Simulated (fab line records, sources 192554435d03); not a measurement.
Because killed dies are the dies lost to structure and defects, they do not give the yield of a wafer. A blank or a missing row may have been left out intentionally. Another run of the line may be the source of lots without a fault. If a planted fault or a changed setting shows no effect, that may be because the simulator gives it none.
fab line records -- flow n5-finfet
record: lots: 5, wafers: 12, last-day: 18
route steps=1938 shown PMOS_HMC_CHANNEL_EPI@62 FIN_SAQP@90 BEOL_M4@1111 PASSIVATION@1936
lots that met no fault: taken from a fault-free run of the same line
start-h: hours from the record's first day to the start of the lot's first wafer shown -- wait-h: how many hours have passed since the lot's step before this one -- " same as the row above -- L1.1+2: one row covering several wafers at once -- - either no value or no given start -- * or withheld: withheld -- < > ~ a bound
route shown NAME@n: a module of which the file shows steps, and the number in the route of the first -- usual: mean/standard deviation of fault-free wafers -- same: alike in all rows -- chamber/n: place in a boat -- sites: readings site by site -- _std_site: standard deviation of those values -- _edge_site: the outer-site mean with the inner-site mean subtracted -- radius-mm: for every site, how far away it sits from the centre of the wafer -- mask NAME#n: copy n -- behind: the last tool/chamber to shape the wafer -- hold: cause of the lot's hold/its duration in hours/its outcome -- device: the n, p or np transistor that did not switch -- end of line: tests run on the same wafers once the route is complete -- step lacking rows: just its recipe -- killed: at the first sort, the dies lost to defects and structure; wafer yield is something else -- map: per-die view of a wafer (x killed, . not killed, _ where there is no die)
set.NAME: the setting the step ran with; set.NAME@STEP: the setting that earlier step ran with -- model.NAME: the simulator's own value behind a step, which no gauge read
lots seen at some steps along the route; tables by step, rows by wafer
services: when a tool's chamber went out of use (start-h, in hours from the record's first day, below 0 if earlier), for how many hours, and the reason
== steps ==
step: N5_PMOS_HMC_CHANNEL_EPI_EXPOSE_06
recipe: mask-id: PMOS_HMC_BLK, na: 1.35, source-shape: conventional, sigma-outer: 0.8, polarization: unpolarized, target-cd-nm: 240, dose-mj: 41
step: N5_PMOS_HMC_CHANNEL_EPI_PEB_07
recipe: peb-temp-c: 110, peb-time-s: 60, resist: CAR-ArF-block
step: N5_PMOS_HMC_CHANNEL_EPI_DEVELOP_08
recipe: develop-time-s: 30, developer: TMAH, resist: CAR-ArF-block, dev-temp-c: 23, rinse-liquid: diw, dry: air-spin
step: N5_PMOS_HMC_CHANNEL_EPI_DESCUM_14
recipe: chemistry: O2, time-s: 7.9, source-power-w: 50, bias-power-w: 20, pressure-mtorr: 20, rf-frequency-hz: 2.712e+07, temp-c: 40, resist: CAR-ArF-block, o2-flow-sccm: 225
step: N5_PMOS_HMC_CHANNEL_EPI_ETCH_32
recipe: chemistry: N2/H2, target: BARC, stop-on: SiO2, target-depth-a: 858, over-etch-frac: 0.3, time-s: 50.3, ion-energy-ev: 200, mask-material: CAR-ArF-block, pressure-mtorr: 30, source-w: 840, bias-w: 150, n2-flow-sccm: 200, h2-flow-sccm: 200
step: N5_PMOS_HMC_CHANNEL_EPI_HM_OPEN_15
recipe: chemistry: CHF3/O2, target: SiO2, mask-material: CAR-ArF-block, target-depth-a: 406, CHF3_flow_sccm: 50, O2_flow_sccm: 5, Ar_flow_sccm: 200, time-s: 20.3, pressure-mtorr: 30, source-w: 650, bias-w: 170, ion-energy-ev: 200
step: N5_PMOS_HMC_CHANNEL_EPI_STRIP_33
recipe: chemistry: N2/H2, power-w: 500, temp-c: 40, pressure-mtorr: 50, rf-frequency-hz: 6e+07, overash-fraction: 0.3, bias-power-w: 8, h2-frac: 0.5, n2-flow-sccm: 300, h2-flow-sccm: 300
step: N5_PMOS_HMC_CHANNEL_EPI_STRIP_17
recipe: chemistry: SPM, time-s: 750, temp-c: 130, h2so4-h2o2-vol-ratio: 4, dry: ipa-marangoni
step: N5_PMOS_HMC_CHANNEL_EPI_ETCH_38
recipe: chemistry: CF4, target: SiO2, target-depth-a: 15, ion-energy-ev: 350, pressure-mtorr: 10, icp-w: 800, bias-w: 400, cf4-flow-sccm: 80
step: N5_PMOS_HMC_CHANNEL_EPI_FIN_RECESS_16
recipe: chemistry: HBr/Cl2, target: Si, mask-material: SiO2, target-depth-a: 540, time-s: 18, pressure-mtorr: 10, icp-w: 800, bias-w: 75, HBr_flow_sccm: 150, Cl2_flow_sccm: 80
usual: drypump-motor-current-A: 5.68/0.29, oes-product-au: 0.998/0.025, throttle-valve-pct: 35.6/0.57
lot.wafer,tool,chamber,start-h,wait-h,drypump-motor-current-A,oes-product-au,rf-hours-counter-h,throttle-valve-pct,model.PMOS_HMC_CHANNEL_EPI.feature-depth-nm,model.etch.depth-nm
L958.2,rie-si-05,0,17.68,0.0,5.98,0.956,141,36.4,52.11,52.11
L958.5,rie-si-05,0,17.68,0.0,5.98,0.951,-,36.5,52.04,52.04
L958.6,rie-si-05,1,17.68,0.0,5.71,1.042,-,35.9,56.38,56.38
L964.2,rie-si-05,1,53.95,0.0,5.69,1.037,92,35.9,55.66,55.66
L964.6,rie-si-05,1,53.95,0.0,5.70,1.039,-,35.9,41.05,41.05
L965.5,rie-si-05,1,60.36,0.0,5.71,1.035,-,35.9,55.93,55.93
L965.6,rie-si-05,0,60.36,0.0,5.98,0.950,-,36.4,38.5,38.5
L967.1,rie-si-05,3,71.52,0.0,5.13,1.032,7,35.2,40.77,40.77
L967.2,rie-si-05,2,71.52,0.0,5.80,1.001,107,36.5,55.12,55.12
L980.1,rie-si-06,3,150.98,0.0,5.81,1.003,87,35.7,54.41,54.41
L980.2,rie-si-06,2,150.98,0.0,5.62,0.981,3,35.4,54.02,54.02
L980.4,rie-si-06,1,150.98,0.0,6.05,0.996,69,35.6,55.01,55.01
step: N5_PMOS_HMC_CHANNEL_EPI_PRECLEAN_36
recipe: chemistry: O3/DIW, time-s: 45, temp-c: 22, o3-ppm: 10
step: N5_PMOS_HMC_CHANNEL_EPI_PRECLEAN_18
recipe: chemistry: DHF, time-s: 30, temp-c: 25, dilution: withheld
step: N5_PMOS_HMC_CHANNEL_EPI_SRD_19
recipe: dry: ipa-marangoni, do-ppb: 5, time-s: 30, temp-c: 23, rinse-liquid: diw
step: N5_PMOS_HMC_CHANNEL_EPI_EPI_20
recipe: material: SiGe30, mask-material: SiO2, pressure-torr: 20, target-thk-a: 590, temp-c: 600
step: N5_PMOS_HMC_CHANNEL_EPI_HM_STRIP_35
recipe: chemistry: dHF, temp-c: 25, material: SiO2, target: SiO2, target-depth-a: 396, time-s: 216
step: N5_PMOS_HMC_CHANNEL_EPI_SRD_39
recipe: dry: ipa-marangoni, time-s: 30, temp-c: 23, rinse-liquid: diw
step: N5_PMOS_HMC_CHANNEL_EPI_CMP_21
recipe: material: SiGe30, post-cmp-clean: alkaline-brush, target-thk-nm: 54
step: N5_PMOS_HMC_CHANNEL_EPI_THK_MEAS_22
recipe: reads: SiGe30_of_PMOS_HMC_CHANNEL_EPI_EPI_20
usual: HMC_CMP_THK: 54.1/1.3
lot.wafer,tool,chamber,start-h,wait-h,HMC_CMP_THK[nm]
L958.2,film-metro-01,-,19.89,-,52.2
L958.5,film-metro-01,-,19.89,-,52.2
L958.6,film-metro-01,-,19.89,-,56.3
L964.2,film-metro-02,-,55.75,-,55.6
L964.6,film-metro-02,-,55.75,-,41.0
L965.5,film-metro-02,-,62.12,-,55.9
L965.6,film-metro-02,-,62.12,-,38.5
L967.1,film-metro-02,-,73.32,-,40.7
L967.2,film-metro-02,-,73.32,-,55.0
L980.1,film-metro-01,-,153.18,-,54.5
L980.2,film-metro-01,-,153.18,-,53.9
L980.4,film-metro-01,-,153.18,-,55.0
step: N5_PMOS_HMC_CHANNEL_EPI_PRECLEAN_40
recipe: chemistry: DHF, time-s: 30, temp-c: 25, dilution: withheld
step: N5_PMOS_HMC_CHANNEL_EPI_PRECLEAN_37
recipe: chemistry: O3/DIW, time-s: 45, temp-c: 22, o3-ppm: 10
step: N5_PMOS_HMC_CHANNEL_EPI_PRECLEAN_24
recipe: chemistry: DHF, time-s: 30, temp-c: 25, dilution: withheld
step: N5_PMOS_HMC_CHANNEL_EPI_SRD_25
recipe: dry: ipa-marangoni, do-ppb: 5, time-s: 30, temp-c: 23, rinse-liquid: diw
step: N5_PMOS_HMC_CHANNEL_EPI_EPI_26
recipe: material: Si, target-thk-a: 38, temp-c: 650, precursor: SiH4/H2, pressure-torr: 20, time-s: 22.7
step: N5_FIN_SAQP_PRECLEAN_42
recipe: chemistry: O3/DIW, time-s: 60, temp-c: 22, o3-ppm: 10
step: N5_FIN_SAQP_PRECLEAN_00
recipe: chemistry: SC1, time-s: 60, temp-c: 55, mix: 1:2:50
step: N5_FIN_SAQP_PRECLEAN_44
recipe: chemistry: SC2, time-s: 45, temp-c: 35, mix: 1:1:50
step: N5_FIN_SAQP_SRD_01
recipe: dry: ipa-marangoni, time-s: 30, temp-c: 23, rinse-liquid: diw
step: N5_FIN_SAQP_ALD_61
recipe: material: SiO2, target-thk-a: 40, temp-c: 300, ald-precursor-family: BDEAS, ald-co-reactant: O2-plasma, pulse-time-s: 1, purge-time-s: 2, co-reactant-purge-time-s: 2, ald-cycles: 43, pressure-torr: 2
step: N5_FIN_SAQP_DENSIFY_62
recipe: temp-c: 700, time-s: 60, ambient: N2, idle-temp-c: 600, ramp-up-c-per-s: 150, ramp-down-c-per-s: 60, cool-to-c: 600
step: N5_FIN_SAQP_HM_DEP_03
recipe: material: SiNx, target-thk-a: 380, temp-c: 400, precursor: SiH4/NH3/N2, pressure-torr: 1.5, rf-w: 300, time-s: 33.6
step: N5_FIN_SAQP_PECVD_47
recipe: material: a-Si, target-thk-a: 450, temp-c: 400, precursor: SiH4/He, pressure-torr: 3, rf-w: 100, time-s: 36.3
step: N5_FIN_SAQP_PECVD_48
recipe: material: SiNx, target-thk-a: 250, temp-c: 400, precursor: SiH4/NH3/N2, pressure-torr: 1.5, rf-w: 300, time-s: 22.1
step: N5_FIN_SAQP_PECVD_06
recipe: material: a-Si, target-thk-a: 600, temp-c: 400, precursor: SiH4/He, pressure-torr: 3, rf-w: 100, time-s: 48.1
step: N5_FIN_SAQP_HM_DEP_72
recipe: material: SiO2, target-thk-a: 120, temp-c: 400, precursor: SiH4/N2O, pressure-torr: 0.75, rf-w: 275, time-s: 7.2
step: N5_FIN_SAQP_COAT_49
recipe: resist: SOC, temp-c: 250, time-s: 60, spin-rpm: 1500, resist-thk-nm: 100
step: N5_BEOL_M4_RC_MEAS_101
usual: DIBL_N: 36.4/2.7, DIBL_P: 36/3.2, IOFF_N: 0.16/0.046, IOFF_P: 0.21/0.055, ION_N: 677/15, ION_P: 464/11, SS_N: 71.5/0.79, SS_P: 73.3/0.93, VT_N: 250/4.1, VT_P: -251/4.4
lot.wafer,tool,chamber,start-h,wait-h,DIBL_N[mV/V],DIBL_P[mV/V],IOFF_N[nA/um],IOFF_P[nA/um],ION_N[uA/um],ION_P[uA/um],SS_N[mV/dec],SS_P[mV/dec],VT_N[mV],VT_P[mV]
L958.2,prober-01,0,164.38,0.4,35.9,38,0.16,0.28,673,470,71.6,73.6,248,-246
L958.5,prober-01,0,164.38,0.4,39.3,40,0.23,0.33,679,470,72.7,74.6,245,-243
L958.6,prober-01,0,164.38,0.4,35.1,36,0.14,0.26,666,472,71.6,74.2,252,-245
L964.2,prober-02,0,226.38,0.2,32.5,31,0.11,0.14,651,447,70.5,73.0,252,-254
L964.6,prober-02,0,226.38,0.2,31.0,31,0.10,0.13,671,414,70.2,72.4,253,-259
L965.5,prober-01,0,233.18,0.6,32.1,33,0.11,0.16,672,463,70.8,72.1,253,-250
L965.6,prober-01,0,233.18,0.6,33.2,33,0.11,0.14,665,401,70.6,71.4,251,-255
L967.1,prober-01,0,235.59,0.0,39.1,39,0.19,0.23,699,426,72.6,74.7,247,-252
L967.2,prober-01,0,235.59,0.0,35.3,34,0.11,0.17,666,463,71.1,72.3,256,-254
L980.1,prober-02,0,319.05,0.0,37.4,36,0.16,0.21,681,465,70.7,73.3,248,-250
L980.2,prober-02,0,319.05,0.0,36.8,36,0.15,0.19,670,456,70.8,73.2,250,-254
L980.4,prober-02,0,319.05,0.0,37.1,36,0.17,0.20,697,477,70.7,72.9,248,-253
step: N5_PASSIVATION_PROBE_49
usual: defect-limited-yield: 91.1/1.4, killed_at_M0_to_M3: 34/9.7, killed_at_M4_up: 13/5.1, killed-at-contacts: 14/6.3, killed-at-front-end: 40/11, killed-at-other: 3.5/2.7, killed-dies: 105/16, killed-open: 70/12, killed-short: 34/7.8, sort_bin_5_function: 5.2/0.88, sort_bin_6_memory: 3.3/0.7, sort_bin_8_speed: 0.1/0.62, sort-n-pass: 1074/17, sort-yield-pct: 91.0/1.5
same: gross-dies: 1180, killed-at-back-side: 0, sort_bin_4_leakage[%]: 0
lot.wafer,tool,chamber,start-h,wait-h,defect-limited-yield[%],killed_at_M0_to_M3,killed_at_M4_up,killed-at-contacts,killed-at-front-end,killed-at-other,killed-dies,killed-open,killed-short,sort_bin_5_function[%],sort_bin_6_memory[%],sort_bin_8_speed[%],sort-n-pass,sort-yield-pct[%]
L958.2,prober-01,-,271.71,0.1,88.9,44,25,19,40,3,131,91,40,6.9,3.8,0,1049,88.9
L958.5,prober-01,-,271.86,0.2,91.9,30,9,18,37,2,96,63,33,5.1,2.7,0,1084,91.9
L958.6,prober-01,-,271.91,0.3,92.9,31,17,16,20,0,84,63,18,4.6,2.5,0,1096,92.9
L964.2,prober-01,-,331.36,0.1,92.3,22,17,12,39,1,91,57,33,5.2,2.2,0,1089,92.3
L964.6,prober-01,-,331.56,0.3,90.3,37,11,19,46,1,114,75,39,5.9,3.4,89.1,15,1.3
L965.6,prober-01,-,336.11,0.3,88.7,32,20,14,66,1,133,87,45,5.5,5.1,88.7,0,0
L967.1,prober-01,-,355.45,0.0,90.6,23,7,10,64,7,111,69,41,5.4,3.6,45.7,530,44.9
L980.1,prober-01,-,423.72,0.0,90.8,39,11,5,51,3,109,65,43,5.1,3.8,0,1071,90.8
L980.2,prober-01,-,423.77,0.1,91.9,32,14,3,44,3,96,72,24,4.6,3.3,0,1084,91.9
L980.4,prober-01,-,423.87,0.2,89.6,41,14,9,55,4,123,72,51,5.6,4.3,0,1057,89.6
killed by level:class
L958.2 MOL_CONTACT_COAG:geometric-particle:open=18 BEOL_M0_SAQP:geometric-particle:open=12 BEOL_M0_SAQP:geometric-particle:short=9 DUMMY_GATE:geometric-particle:open=8 BEOL_M1:geometric-particle:open=8 BEOL_M4:geometric-particle:open=8 FIN_SAQP:geometric-particle:open=7 FIN_SAQP:geometric-particle:short=7
L958.5 MOL_CONTACT_COAG:geometric-particle:open=15 STI_FIN_REVEAL:geometric-particle:open=11 BEOL_M0_SAQP:geometric-particle:short=9 FIN_SAQP:geometric-particle:short=8 BEOL_M3:geometric-particle:open=7 BEOL_M1:geometric-particle:open=5 DUMMY_GATE:geometric-particle:open=4 BEOL_M0:geometric-particle:open=4
L958.6 MOL_CONTACT_COAG:geometric-particle:open=13 BEOL_M1:geometric-particle:open=9 BEOL_M0_SAQP:geometric-particle:open=8 DUMMY_GATE:geometric-particle:open=7 BEOL_M3:geometric-particle:open=5 BEOL_M0_SAQP:geometric-particle:short=4 BEOL_M5:geometric-particle:open=4 STI_FIN_REVEAL:geometric-particle:open=3
L964.2 FIN_SAQP:geometric-particle:short=11 STI_FIN_REVEAL:geometric-particle:open=9 MOL_CONTACT_COAG:geometric-particle:open=8 BEOL_M4:geometric-particle:open=8 FIN_SAQP:geometric-particle:open=7 BEOL_M1:geometric-particle:open=5 MOL_CONTACT_COAG:geometric-particle:short=4 BEOL_M1:geometric-particle:short=4
L964.6 STI_FIN_REVEAL:geometric-particle:open=13 MOL_CONTACT_COAG:geometric-particle:open=13 BEOL_M2:geometric-particle:open=10 FIN_SAQP:geometric-particle:open=6 MOL_CONTACT_COAG:geometric-particle:short=6 BEOL_M0_SAQP:geometric-particle:open=6 FIN_SAQP:geometric-particle:short=5 BEOL_M0_SAQP:geometric-particle:short=5
L965.6 STI_FIN_REVEAL:geometric-particle:open=23 MOL_CONTACT_COAG:geometric-particle:open=11 STI_FIN_REVEAL:geometric-particle:short=8 BEOL_M0_SAQP:geometric-particle:short=6 BEOL_M0_SAQP:geometric-particle:open=6 BEOL_M4:geometric-particle:open=6 STARTING-WAFER:geometric-particle:short=6 FIN_SAQP:geometric-particle:open=5
L967.1 FIN_SAQP:geometric-particle:open=17 FIN_SAQP:geometric-particle:short=14 STI_FIN_REVEAL:geometric-particle:open=12 MOL_CONTACT_COAG:geometric-particle:open=10 GATE_CUT:geometric-particle:short=7 GATE_CUT:geometric-particle:open=6 BEOL_M2:geometric-particle:open=5 BEOL_M3:geometric-particle:short=5
L980.1 BEOL_M0_SAQP:geometric-particle:short=19 STI_FIN_REVEAL:geometric-particle:open=18 BEOL_M0_SAQP:geometric-particle:open=10 FIN_SAQP:geometric-particle:open=8 STI_FIN_REVEAL:geometric-particle:short=7 FIN_SAQP:geometric-particle:short=6 BEOL_M1:geometric-particle:open=6 MOL_CONTACT_COAG:geometric-particle:open=5
L980.2 STI_FIN_REVEAL:geometric-particle:open=21 BEOL_M0_SAQP:geometric-particle:open=9 BEOL_M4:geometric-particle:open=9 STI_FIN_REVEAL:geometric-particle:short=8 BEOL_M0_SAQP:geometric-particle:short=5 BEOL_M3:geometric-particle:open=5 BEOL_M0:geometric-particle:open=4 BEOL_M2:geometric-particle:open=4
L980.4 STI_FIN_REVEAL:geometric-particle:open=28 BEOL_M0_SAQP:geometric-particle:short=18 BEOL_M0_SAQP:geometric-particle:open=12 STI_FIN_REVEAL:geometric-particle:short=8 MOL_CONTACT_COAG:geometric-particle:open=6 BEOL_M4:geometric-particle:short=6 BEOL_M2:geometric-particle:open=4 FIN_SAQP:geometric-particle:open=3
map L964.6 (x killed, . not)
_________________..x.........________________
______________..x....x....x....._____________
___________.x......................__________
__________..xx......x..............._________
________...........x.....x............_______
_______x.............x......x...x...xx.______
______.....x...........x............x..._____
_____.........x....................x.....____
____.....x...x.....................x....x.___
___...........x..........x.................__
___........x........x................x..x..__
__x......x................x...x............x_
__......x.........x..x..........x......x...._
_.xx.....................x.........x.......x.
_.........................x........x.x.......
_.x..............x.....x......x........x.....
_....x......x................................
_.......x.x..............xx..................
_...............x.....x...................x..
_..x........x...........................x..x.
_x...............................x........xxx
__..................x..x...................._
__.......x.x..........x.........x...x......._
___.....x.x........x.....x...x........x....__
___.....xx...............................x.__
____........x..x..x.x.................x.x.___
_____x........x.................x........____
______.................x.........x....x._____
_______........x...x...................______
________.........x.........x..x......._______
__________.......x..........x.....x._________
___________.........x..x...xx......__________
______________.................._____________
_________________......xx....________________
map L965.6 (x killed, . not)
_________________x......x....________________
______________......x...x...x..x_____________
___________........................__________
__________....x.....x..............._________
________...x...x..x..................._______
_______............x...x...............______
______...x.............x..x.......xx...._____
_____x........x.........x................____
____...........x............x...x.........___
___................x......x......x...x.....__
___..................x...........x..x..x..x__
__.x.xx...........................x.x......._
__....x....x........x...........x..xx......._
_..x..x.......x.................x............
_...x..............................x.........
_.......x.............x..........x..........x
_.........................x.......x.........x
_...x.....x..............x....x..x...........
_........x...x......x......xx.....x.........x
_.x..x................xx.....x........x...x..
_...x......x.........x...x.......x...x.......
__...x.........x.............x..x.....x....._
__.................x..x.x............x......_
___........x...........x.....x.x...........__
___x.x................xx...x...............__
____..x.............xx.x.x.............x..___
_____....x.x....x....x.x......x......x..x____
______x......x.......x...............x.._____
_______.....................x..........______
________..x..x..x.x...xx.......x.x...._______
__________.....x...............x...._________
___________......x.............x...__________
______________.................x_____________
_________________...........x________________
== services ==
tool,chamber,start-h,hours,kind
rie-si-05,3,25.72,4.7,repair
rie-si-05,1,49.77,1.1,repair
rie-si-06,-,81.02,2.8,pm
rie-si-05,-,82.59,10.0,pm
== key ==
first-sign: step: N5_PMOS_HMC_CHANNEL_EPI_THK_MEAS_22, reading: HMC_CMP_THK, direction: down, sigmas: 11, usual: 54.1, struck: 40.1
effect: step: N5_BEOL_M4_RC_MEAS_101, reading: ION_P, direction: down, sigmas: 4.7, usual: 464, struck: 414
effect: step: N5_PASSIVATION_PROBE_49, reading: sort_bin_8_speed, direction: up, sigmas: 99+, usual: 0.1, struck: 74.5
model-effect: step: N5_PMOS_HMC_CHANNEL_EPI_FIN_RECESS_16, value: PMOS_HMC_CHANNEL_EPI.feature-depth-nm, without: 54.15, struck: 40.11
met-at N5_PMOS_HMC_CHANNEL_EPI_FIN_RECESS_16
struck-wafers L964.6,L965.6,L967.1
onset-between 17.68 53.95
fault: kind: process-parameter-drift, tool: rie-si-05, chamber: -, onset-h: 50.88, steps: N5_PMOS_HMC_CHANNEL_EPI_FIN_RECESS_16, channel: time-s, offset: *, shape: step, end-h: 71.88, scope: struck-wafers-only, acts-in: *, stated: *
